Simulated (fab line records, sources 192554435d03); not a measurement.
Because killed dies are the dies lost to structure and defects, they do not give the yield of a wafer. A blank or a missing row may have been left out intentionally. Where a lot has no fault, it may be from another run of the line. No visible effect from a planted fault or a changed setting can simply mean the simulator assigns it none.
Chamber matching | flow n5Finfet | N5_BEOL_M6_ETCH_66 on rieDiel-04 has 4 sister chambers
The step etches SOC in N2/H2, target depth 80 nm, overetch 16 nm, time 120 s. 20 wafers are shown with their chamber, then 10 later ones without.

## WAFERS PAIRED WITH THEIR CHAMBERS
wafer  | chamber | showerheadPlenumPTorr (Torr) | drypumpMotorCurrentA (A) | rfVppV (V)
L074.3 | 3       | 2.50                         | 5.3                      | 523.1
L074.4 | 2       | 2.66                         | 5.9                      | 527.0
L074.6 | 3       | 2.50                         | 5.4                      | 522.5
L077.2 | 2       | 2.65                         | 5.9                      | 527.4
L077.5 | 2       | 2.65                         | 5.8                      | 528.6
L077.6 | 3       | 2.50                         | 5.4                      | 523.0
L081.2 | 1       | 2.63                         | 5.4                      | 525.8
L081.3 | 3       | 2.49                         | 5.3                      | 523.0
L081.5 | 0       | 2.59                         | 5.3                      | 526.2
L084.2 | 2       | 2.64                         | 5.9                      | 527.3
L084.4 | 2       | 2.64                         | 5.9                      | 527.6
L084.6 | 0       | 2.58                         | 5.3                      | 525.5
L086.2 | 2       | 2.64                         | 5.8                      | 527.3
L086.5 | 1       | 2.62                         | 5.4                      | 526.6
L086.6 | 0       | 2.58                         | 5.3                      | 525.4
L085.1 | 0       | 2.58                         | 5.3                      | 525.7
L085.2 | 1       | 2.62                         | 5.4                      | 524.7
L085.6 | 1       | 2.62                         | 5.4                      | 525.4
L091.1 | 0       | 2.57                         | 5.3                      | 523.9
L091.2 | 2       | 2.63                         | 5.8                      | 526.5

SIGNATURES, as means of the wafers listed above
reading               | chamber 0 | chamber 1 | chamber 2 | chamber 3 | scatter within a chamber
showerheadPlenumPTorr | 2.5800    | 2.6225    | 2.6443    | 2.4975    | 0.00759
drypumpMotorCurrentA  | 5.300     | 5.400     | 5.857     | 5.350     | 0.0412
rfVppV                | 525.340   | 525.625   | 527.386   | 522.900   | 0.687
Rule: a wafer lies at a distance from a chamber equal to the root of the sum of squares, over the readings, of (its reading less the chamber's mean, divided by the reading's scatter). If the next closest chamber is less than 2 further off than the closest, the wafer can't be placed; otherwise it belongs to the closest. The scatter: the root of (the sum of the squares of (reading less its chamber's mean) over the shown wafers, divided by (wafers less chambers)).

## WAFERS WITHOUT THEIR CHAMBER
wafer  | showerheadPlenumPTorr (Torr) | drypumpMotorCurrentA (A) | rfVppV (V)
L091.4 | 2.48                         | 5.3                      | 524.3
L093.1 | 2.63                         | 5.9                      | 525.9
L093.5 | 2.61                         | 5.4                      | 524.9
L093.6 | 2.63                         | 5.9                      | 526.0
L094.2 | 2.61                         | 5.4                      | 525.5
L094.3 | 2.48                         | 5.4                      | 522.7
L094.5 | 2.61                         | 5.4                      | 524.9
L096.4 | 2.48                         | 5.4                      | 523.6
L096.5 | 2.63                         | 5.9                      | 525.7
L096.6 | 2.61                         | 5.4                      | 525.1

## EACH ONE'S CHAMBER
wafer  | from the rows above | in truth
L091.4 | 3                   | 3
L093.1 | 2                   | 2
L093.5 | 1                   | 1
L093.6 | 2                   | 2
L094.2 | 1                   | 1
L094.3 | 3                   | 3
L094.5 | 1                   | 1
L096.4 | 3                   | 3
L096.5 | 2                   | 2
L096.6 | 1                   | 1
10 of 10 placed correctly. Left unplaced by these rows: 0. Wrongly placed: 0.
